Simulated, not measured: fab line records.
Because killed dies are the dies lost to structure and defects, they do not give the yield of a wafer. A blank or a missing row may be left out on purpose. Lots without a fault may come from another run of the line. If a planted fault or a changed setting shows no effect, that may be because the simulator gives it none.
Matching of chambers | flow n5-finfet | N5_MOL_CONTACT_COAG_ALD_133 on ald-sin-01 has 4 sister chambers
The step deposits SiO2, target thk 5 nm, pulse time 1 s, co reactant pulse time 1 s. 14 wafers are shown with their chamber, then 7 later ones without.

== WAFERS WITH THEIR CHAMBER ==
wafer  | chamber | heater-power-w (W) | precursor-pulse-height-rel
L179.2 | 2       | 72                 | 1.009
L179.3 | 1       | 83                 | 1.005
L179.5 | 0       | 75                 | 0.981
L180.2 | 0       | 72                 | 1.024
L180.3 | 3       | 79                 | 1.003
L180.4 | 1       | 80                 | 0.986
L183.2 | 1       | 81                 | 0.991
L183.3 | 3       | 81                 | 1.019
L183.6 | 2       | 73                 | 0.985
L191.3 | 3       | 81                 | 1.021
L191.5 | 2       | 71                 | 0.986
L191.6 | 3       | 77                 | 1.016
L192.3 | 3       | 80                 | 0.989
L192.4 | 0       | 73                 | 1.017

SIGNATURES (averages over the wafers above)
reading                    | chamber 0 | chamber 1 | chamber 2 | chamber 3 | scatter within a chamber
heater-power-w             | 73.33     | 81.33     | 72.00     | 79.60     | 1.5
precursor-pulse-height-rel | 1.00733   | 0.99400   | 0.99333   | 1.00960   | 0.0153
Rule: a wafer lies at a distance from a chamber equal to the root of the sum of squares, over the readings, of (its reading less the chamber's mean, divided by the reading's scatter). The wafer belongs to the nearest chamber; if the next one is less than 2 further off, it can't be placed. The scatter is the square root of a quotient: the sum, over the shown wafers, of each reading's squared deviation from its chamber's mean, divided by wafers minus chambers.

== WAFERS WITH NO CHAMBER GIVEN ==
wafer  | heater-power-w (W) | precursor-pulse-height-rel
L192.5 | 80                 | 0.986
L193.1 | 83                 | 0.974
L193.4 | 73                 | 1.027
L193.5 | 80                 | 1.009
L201.2 | 82                 | 1.010
L201.5 | 82                 | 0.976
L201.6 | 75                 | 0.967

== CHAMBER TAKEN BY EACH ==
wafer  | from the rows above               | in truth
L192.5 | can't be placed: 1 or 3           | 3
L193.1 | can't be placed: 1 or 3           | 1
L193.4 | can't be placed: 0 or 2           | 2
L193.5 | can't be placed: 3 or 1           | 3
L201.2 | can't be placed: 1 or 3           | 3
L201.5 | can't be placed: 1 or 3           | 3
L201.6 | can't be placed: 2 or 0 or 3 or 1 | 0
Placed correctly: 0 of 7. Cannot be placed on the basis of these rows: 7; the candidates contain the true chamber in 7. 0 placed wrongly.
